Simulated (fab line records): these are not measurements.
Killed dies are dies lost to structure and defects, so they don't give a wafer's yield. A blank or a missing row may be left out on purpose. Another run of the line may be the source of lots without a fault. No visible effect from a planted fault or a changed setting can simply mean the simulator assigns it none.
Chamber matching + flow n5-finfet + N5_ILD0_CMP_07 on cmp-03 has 4 sister chambers
The step polishes SiO2 flowable, stops on poly-Si, t overpolish 1.18 s, target thk 138.88 nm. 22 wafers are shown with their chamber, then 11 later ones without.

== WAFERS WITH THEIR CHAMBER ==
| wafer  | chamber | motor-current-A (A) | slurry-filter-dp-kPa (kPa) |
|--------|---------|---------------------|----------------------------|
| L075.2 | 3       | 11.6                | 13.52                      |
| L075.3 | 1       | 13.9                | 13.49                      |
| L075.4 | 2       | 14.1                | 13.40                      |
| L079.4 | 0       | 13.3                | 13.50                      |
| L079.5 | 1       | 13.2                | 13.33                      |
| L079.6 | 2       | 14.1                | 13.50                      |
| L080.2 | 1       | 13.0                | 13.71                      |
| L080.4 | 2       | 14.4                | 13.31                      |
| L080.5 | 2       | 13.6                | 13.47                      |
| L081.3 | 2       | 13.8                | 13.61                      |
| L081.5 | 1       | 13.7                | 13.26                      |
| L081.6 | 0       | 12.5                | 13.38                      |
| L083.2 | 3       | 11.8                | 13.29                      |
| L083.3 | 1       | 13.4                | 13.38                      |
| L083.6 | 1       | 13.1                | 13.41                      |
| L084.1 | 3       | 11.3                | 13.64                      |
| L084.4 | 2       | 13.8                | 13.57                      |
| L084.5 | 0       | 13.6                | 13.25                      |
| L085.2 | 3       | 11.4                | 13.77                      |
| L085.3 | 2       | 14.3                | 13.34                      |
| L085.4 | 0       | 13.5                | 13.33                      |
| L086.2 | 3       | 11.4                | 13.43                      |

SIGNATURES (averages over the wafers above)
| reading              | chamber 0 | chamber 1 | chamber 2 | chamber 3 | scatter within a chamber |
|----------------------|-----------|-----------|-----------|-----------|--------------------------|
| motor-current-A      | 13.225    | 13.383    | 14.014    | 11.500    | 0.337                    |
| slurry-filter-dp-kPa | 13.3650   | 13.4300   | 13.4571   | 13.5300   | 0.144                    |
Rule: distance of a wafer from a chamber = root of the sum over the readings of ((wafer's reading minus chamber's mean) / reading's scatter) squared. If the next closest chamber is less than 2 further off than the closest, the wafer can't be placed; otherwise it belongs to the closest. The scatter: take each reading less its chamber's mean, square it, sum over the shown wafers, divide by the number of wafers less the number of chambers, and take the root.

== WAFERS WHOSE CHAMBER IS MISSING ==
| wafer  | motor-current-A (A) | slurry-filter-dp-kPa (kPa) |
|--------|---------------------|----------------------------|
| L086.3 | 14.2                | 13.40                      |
| L086.4 | 13.4                | 13.60                      |
| L087.1 | 12.5                | 13.63                      |
| L087.2 | 11.6                | 13.58                      |
| L087.6 | 11.9                | 13.51                      |
| L090.3 | 12.3                | 13.50                      |
| L090.4 | 13.9                | 13.76                      |
| L090.6 | 14.1                | 13.40                      |
| L092.2 | 14.1                | 13.68                      |
| L092.3 | 11.6                | 13.70                      |
| L092.5 | 13.5                | 13.50                      |

== CHAMBER TAKEN BY EACH ==
| wafer  | from the rows above               | in truth |
|--------|-----------------------------------|----------|
| L086.3 | can't be placed: 2 or 1           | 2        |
| L086.4 | can't be placed: 1 or 0 or 2      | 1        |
| L087.1 | can't be placed: 0 or 1 or 3 or 2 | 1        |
| L087.2 | 3                                 | 3        |
| L087.6 | 3                                 | 3        |
| L090.3 | can't be placed: 3 or 0 or 1      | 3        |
| L090.4 | can't be placed: 2 or 1 or 0      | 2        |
| L090.6 | can't be placed: 2 or 1           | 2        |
| L092.2 | can't be placed: 2 or 1 or 0      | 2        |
| L092.3 | 3                                 | 3        |
| L092.5 | can't be placed: 1 or 0 or 2      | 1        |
Placed correctly: 3 of 11. Cannot be placed on the basis of these rows: 8; the candidates contain the true chamber in 8. Number placed wrongly: 0.
